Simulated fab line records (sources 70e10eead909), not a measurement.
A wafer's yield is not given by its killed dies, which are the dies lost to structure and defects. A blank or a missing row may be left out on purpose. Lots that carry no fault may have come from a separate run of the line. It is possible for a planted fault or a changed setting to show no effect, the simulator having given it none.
Chamber matching -- flow nand-harc -- pecvd-01 running NHARC_A_CONTACT_DEP_85: 3 sister chambers
The step deposits SiON, target thk 60 nm. 6 wafers are shown with their chamber, then 9 later ones without.

== WAFERS PAIRED WITH THEIR CHAMBERS ==
wafer,chamber,heater-power-outer-w (W),heater-power-w (W)
L089.1,2,507,767
L089.3,0,638,1051
L089.6,1,413,749
L088.4,0,595,969
L088.5,2,533,784
L088.6,1,375,705

== WAFERS WHOSE CHAMBER IS MISSING ==
wafer,heater-power-outer-w (W),heater-power-w (W)
L094.1,359,675
L094.2,591,870
L094.4,567,866
L092.1,524,791
L092.2,507,848
L092.3,344,646
L095.2,381,703
L095.3,600,870
L095.6,389,695

== WHICH CHAMBER EACH ONE RAN IN ==
wafer,from the rows above,in truth
L094.1,1,1
L094.2,can't be placed: 2 or 0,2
L094.4,can't be placed: 2 or 0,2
L092.1,2,2
L092.2,2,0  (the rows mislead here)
L092.3,1,1
L095.2,1,1
L095.3,can't be placed: 0 or 2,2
L095.6,1,1
Placed correctly: 5 of 9. From these rows, 3 cannot be placed; in 3 the true chamber is one of the candidates. Number placed wrongly: 1.
How it was worked out, from the rows above alone: a wafer's distance from a chamber is the root of the sum, over the readings, of the square of ((its reading less the chamber's mean) divided by the reading's scatter). The wafer belongs to the nearest chamber; if the next one is less than 2 further off, it can't be placed. For every chamber, the mean is computed from those of its wafers that are shown. The scatter is the square root of a quotient: the sum, over the shown wafers, of each reading's squared deviation from its chamber's mean, divided by wafers minus chambers.
